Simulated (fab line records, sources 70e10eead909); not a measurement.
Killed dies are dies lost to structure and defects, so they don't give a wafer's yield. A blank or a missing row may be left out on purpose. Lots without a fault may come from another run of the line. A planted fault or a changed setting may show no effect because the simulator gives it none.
Chamber matching | flow nand_harc | NHARC_A_CHANNEL_HOLE_D1_DEP_01 on pecvd-03: 3 sister chambers
The step deposits SiON, target thk 140 nm. 3 wafers are shown with their chamber, then 10 later ones without.

WAFERS WITH THEIR CHAMBER
wafer  | chamber | heater_power_w (W)
L083.4 | 0       | 786
L087.2 | 1       | 745
L087.5 | 2       | 842

WAFERS WITHOUT THEIR CHAMBER
wafer  | heater_power_w (W)
L087.6 | 751
L089.4 | 808
L089.5 | 770
L089.6 | 812
L090.2 | 790
L090.4 | 788
L090.5 | 810
L095.3 | 934
L095.5 | 868
L095.6 | 923

WHICH CHAMBER EACH WENT THROUGH
wafer  | from the rows above          | in truth
L087.6 | can't be placed: 1 or 0      | 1
L089.4 | can't be placed: 0 or 2 or 1 | 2
L089.5 | can't be placed: 0 or 1 or 2 | 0
L089.6 | can't be placed: 0 or 2 or 1 | 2
L090.2 | can't be placed: 0 or 1 or 2 | 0
L090.4 | can't be placed: 0 or 1 or 2 | 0
L090.5 | can't be placed: 0 or 2 or 1 | 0
L095.3 | can't be placed: 2 or 0      | 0
L095.5 | can't be placed: 2 or 0      | 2
L095.6 | can't be placed: 2 or 0      | 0
Placed correctly: 0 of 10. Can't be placed from these rows: 10 (the true chamber is among the candidates in 10). Placed wrongly: 0.
How it was worked out, from the rows above alone: a wafer's distance from a chamber is the root of the sum, over the readings, of the square of ((its reading less the chamber's mean) divided by the reading's scatter). The wafer belongs to the nearest chamber; if the next one is less than 2 further off, it can't be placed. A chamber's mean is the mean of its shown wafers. The scatter: with one shown wafer a chamber, the root of the mean of the squares of how far each hidden wafer lies from its nearest shown one.
